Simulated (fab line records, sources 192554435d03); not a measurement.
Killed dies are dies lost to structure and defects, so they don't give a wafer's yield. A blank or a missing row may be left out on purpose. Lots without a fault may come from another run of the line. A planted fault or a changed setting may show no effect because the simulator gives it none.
Split-lot experiment | flow n5_finfet | 7 lots, 21 wafers read, on a route of 1938 steps

THE SPLIT
At N5_BEOL_M3_COAT_22 (resist thk 30 nm), the setting spin_rpm was moved away from the recipe's 1500 rpm on 5 of the 21 wafers read, by +7.4% to +11.2%. The other wafers ran this setting at the recipe's value.

FROM THE SPLIT TO THE READING: what the file shows between them, 4 steps
- N5_BEOL_M3_EBR_24
- N5_BEOL_M3_SOFTBAKE_23: time 60 s
- N5_BEOL_M3_EXPOSE_25: exposes mask V2, defocus 5 nm
- N5_BEOL_M3_PEB_26: peb time 60 s

THE READING
CAR-EUV_of_BEOL_M3_COAT_22.thk_nm (the simulator's own value, which no gauge read), in nm, at N5_BEOL_M3_DEVELOP_27 (develop time 30 s). The file gives no usual value for it. The 16 wafers here that ran the recipe average 29.6 nm, standard deviation 0.078 nm.

wafer  | tool, chamber at the split | spin_rpm as run, rpm | against the recipe | CAR-EUV_of_BEOL_M3_COAT_22.thk_nm, nm | against lot-mates on the recipe
L075.3 | litho_track-02, 0          | 1500                 | recipe             | 29.6                                  | -
L075.4 | litho_track-02, 0          | 1500                 | recipe             | 29.6                                  | -
L075.6 | litho_track-02, 0          | 1500                 | recipe             | 29.6                                  | -
L076.2 | litho_track-03, 0          | 1500                 | recipe             | 29.4                                  | -
L076.3 | litho_track-03, 0          | 1500                 | recipe             | 29.6                                  | -
L076.5 | litho_track-03, 0          | 1500                 | recipe             | 29.6                                  | -
L078.3 | litho_track-04, 0          | 1500                 | recipe             | 29.6                                  | -
L078.4 | litho_track-04, 0          | 1500                 | recipe             | 29.6                                  | -
L078.6 | litho_track-04, 0          | 1611                 | +7.4%              | 28.4                                  | -1.2
L081.1 | litho_track-03, 0          | 1500                 | recipe             | 29.6                                  | -
L081.2 | litho_track-03, 0          | 1500                 | recipe             | 29.6                                  | -
L081.5 | litho_track-03, 0          | 1500                 | recipe             | 29.6                                  | -
L086.1 | litho_track-03, 0          | 1500                 | recipe             | 29.6                                  | -
L086.4 | litho_track-03, 0          | 1500                 | recipe             | 29.6                                  | -
L086.2 | litho_track-03, 0          | 1500                 | recipe             | 29.4                                  | -
L087.1 | litho_track-03, 0          | 1500                 | recipe             | 29.6                                  | -
L087.3 | litho_track-03, 0          | 1660                 | +10.7%             | 28                                    | -1.6
L087.4 | litho_track-03, 0          | 1660                 | +10.7%             | 28.2                                  | -1.4
L096.3 | litho_track-03, 0          | 1668                 | +11.2%             | 27.8                                  | -1.6
L096.4 | litho_track-03, 0          | 1668                 | +11.2%             | 27.8                                  | -1.6
L096.5 | litho_track-03, 0          | 1500                 | recipe             | 29.4                                  | -

THE FIT
A straight line over all 21 wafers: CAR-EUV_of_BEOL_M3_COAT_22.thk_nm changes by -0.149 nm for each +1% of spin_rpm; r = -0.99; the points scatter about the line by 0.095 nm.
The same after taking each lot's own level away (the mean of its wafers on the recipe; 21 wafers): -0.144 nm for each +1%; r = -0.99; scatter 0.07 nm.
On that fit, the largest move of spin_rpm shifts the reading by 1.6 nm.
The lots' own levels span 29.40 to 29.60 nm, that is 2.6 times the standard deviation above.
So the lot-to-lot level changes the slope little: the two slopes agree.
Check: with one of the wafers moved furthest among these (+11.2%) left out of the fit, the line predicts -1.61 nm for it against its lot-mates. It came out at -1.6 nm against them.

OTHER SPLITS ON THESE WAFERS
These wafers also went through other splits before the reading. Each is held against what the fit with the lots' levels taken away leaves over:
other split on the same wafers    | wafers away from the commonest value | r with CAR-EUV_of_BEOL_M3_COAT_22.thk_nm (lot level and that fit taken away)
N5_BEOL_M0_ETCH_109 bias_w        | 8                                    | +0.29
N5_BEOL_M1_HM_DEP_02 target_thk_a | 7                                    | +0.10
N5_BEOL_M1_COAT_61 spin_rpm       | 7                                    | -0.07
N5_BEOL_M1_DEP_57 time_s          | 8                                    | -0.32
N5_BEOL_M3_COAT_67 spin_rpm       | 3                                    | -0.16

THE WHOLE CHAIN: every reading that the file lists as answering this split, in the file's order
step                  | what it does      | reading                                                                            | change (the file's fit)               | r (the file's)
N5_BEOL_M3_COAT_22    | resist thk 30 nm  | CAR-EUV_of_BEOL_M3_COAT_22.thk_nm (the simulator's own value, which no gauge read) | -0.134 nm for each +1% of the setting | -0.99
N5_BEOL_M3_DEVELOP_27 | develop time 30 s | CAR-EUV_of_BEOL_M3_COAT_22.thk_nm (the simulator's own value, which no gauge read) | -0.146 nm for each +1% of the setting | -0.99

THE FILE'S OWN FIT
CAR-EUV_of_BEOL_M3_COAT_22.thk_nm changes by -0.146 nm for each +1% of spin_rpm, r = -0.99.
